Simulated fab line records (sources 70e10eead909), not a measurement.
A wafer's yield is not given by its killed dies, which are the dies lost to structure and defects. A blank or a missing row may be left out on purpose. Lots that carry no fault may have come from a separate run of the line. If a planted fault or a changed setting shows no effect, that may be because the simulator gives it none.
Chamber matching + flow nand_harc + 4 sister chambers for NHARC_P_M0_CMP_23 on cmp-01
The step polishes, t overpolish 20 s, target thk 117.54 nm. 8 wafers are shown with their chamber, then 12 later ones without.

## EACH WAFER AND ITS CHAMBER
| wafer  | chamber | motor_current_A (A) | time_to_endpoint_s (s) |
|--------|---------|---------------------|------------------------|
| L088.1 | 1       | 11.8                | 29.6                   |
| L088.5 | 0       | 11.0                | 32.5                   |
| L089.1 | 3       | 11.8                | 26.3                   |
| L089.3 | 2       | 12.3                | 30.1                   |
| L089.6 | 0       | 11.1                | 32.0                   |
| L090.3 | 1       | 11.7                | 26.8                   |
| L090.4 | 2       | 12.2                | 25.3                   |
| L090.5 | 3       | 12.1                | 22.5                   |

## WAFERS WITHOUT THEIR CHAMBER
| wafer  | motor_current_A (A) | time_to_endpoint_s (s) |
|--------|---------------------|------------------------|
| L092.1 | 11.1                | 32.2                   |
| L092.3 | 11.9                | 27.0                   |
| L092.6 | 12.0                | 27.9                   |
| L094.1 | 11.5                | 29.2                   |
| L094.2 | 12.4                | 28.6                   |
| L094.5 | 11.9                | 26.4                   |
| L095.2 | 12.0                | 29.5                   |
| L095.3 | 12.4                | 31.7                   |
| L095.5 | 12.5                | 27.0                   |
| L096.3 | 10.8                | 35.7                   |
| L096.5 | 12.3                | 30.4                   |
| L096.6 | 11.9                | 29.2                   |

## CHAMBER TAKEN BY EACH
| wafer  | from the rows above          | in truth                   |
|--------|------------------------------|----------------------------|
| L092.1 | 0                            | 0                          |
| L092.3 | can't be placed: 3 or 1 or 2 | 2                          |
| L092.6 | can't be placed: 3 or 2 or 1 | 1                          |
| L094.1 | can't be placed: 1 or 0      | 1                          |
| L094.2 | 2                            | 2                          |
| L094.5 | can't be placed: 3 or 1 or 2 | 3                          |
| L095.2 | can't be placed: 1 or 3 or 2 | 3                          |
| L095.3 | 2                            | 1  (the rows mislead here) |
| L095.5 | 2                            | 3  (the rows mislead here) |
| L096.3 | 0                            | 0                          |
| L096.5 | 2                            | 2                          |
| L096.6 | can't be placed: 1 or 3 or 2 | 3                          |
Placed correctly: 4 of 12. These rows do not allow placing 6 (true chamber among the candidates in 6). Placed wrongly: 2.
How it was worked out, from the rows above alone: a wafer's distance from a chamber is the root of the sum, over the readings, of the square of ((its reading less the chamber's mean) divided by the reading's scatter). The wafer belongs to the nearest chamber; if the next one is less than 2 further off, it can't be placed. A chamber's mean is the mean of its shown wafers. The scatter is the square root of a quotient: the sum, over the shown wafers, of each reading's squared deviation from its chamber's mean, divided by wafers minus chambers.
